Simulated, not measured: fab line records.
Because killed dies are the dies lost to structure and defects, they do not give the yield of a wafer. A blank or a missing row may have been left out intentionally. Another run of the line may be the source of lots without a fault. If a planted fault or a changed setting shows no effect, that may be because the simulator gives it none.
Chamber matching | flow n5 finfet | 4 sister chambers for N5_MOL_CONTACT_COAG_ETCH_105 on rie diel-02
The step etches SiARC in CF4, target depth 15.6 nm, time 26 s. 8 wafers are shown with their chamber, then 10 later ones without.

WAFERS, EACH WITH ITS CHAMBER
wafer  | chamber | showerhead plenum p Torr (Torr) | throttle valve pct (%)
L074.1 | 2       | 2.21                            | 15.88
L075.4 | 2       | 2.20                            | 15.89
L077.3 | 1       | 2.08                            | 15.43
L078.1 | 1       | 2.08                            | 15.44
L079.1 | 0       | 2.29                            | 15.44
L079.4 | 3       | 2.11                            | 15.94
L080.2 | 0       | 2.29                            | 15.44
L080.4 | 3       | 2.11                            | 15.96

WAFERS WHOSE CHAMBER IS MISSING
wafer  | showerhead plenum p Torr (Torr) | throttle valve pct (%)
L080.5 | 2.11                            | 15.96
L083.2 | 2.08                            | 15.48
L083.4 | 2.20                            | 15.44
L083.6 | 2.08                            | 15.47
L093.1 | 2.07                            | 15.52
L093.3 | 2.28                            | 15.49
L093.4 | 2.11                            | 15.54
L097.2 | 2.07                            | 15.53
L097.4 | 2.27                            | 15.53
L097.5 | 2.19                            | 15.48

THE CHAMBER EACH PASSED THROUGH
wafer  | from the rows above | in truth
L080.5 | 3                   | 3
L083.2 | 1                   | 1
L083.4 | 0                   | 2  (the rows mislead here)
L083.6 | 1                   | 1
L093.1 | 1                   | 1
L093.3 | 0                   | 0
L093.4 | 1                   | 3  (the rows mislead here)
L097.2 | 1                   | 1
L097.4 | 0                   | 0
L097.5 | 0                   | 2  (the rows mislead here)
Placed correctly: 7 of 10. Not placeable from these rows: 0. Wrongly placed: 3.
How it was worked out, from the rows above alone: a wafer's distance from a chamber is the root of the sum, over the readings, of the square of ((its reading less the chamber's mean) divided by the reading's scatter). The wafer belongs to the nearest chamber; if the next one is less than 2 further off, it can't be placed. A chamber's mean is the mean of its shown wafers. The scatter is the square root of a quotient: the sum, over the shown wafers, of each reading's squared deviation from its chamber's mean, divided by wafers minus chambers.
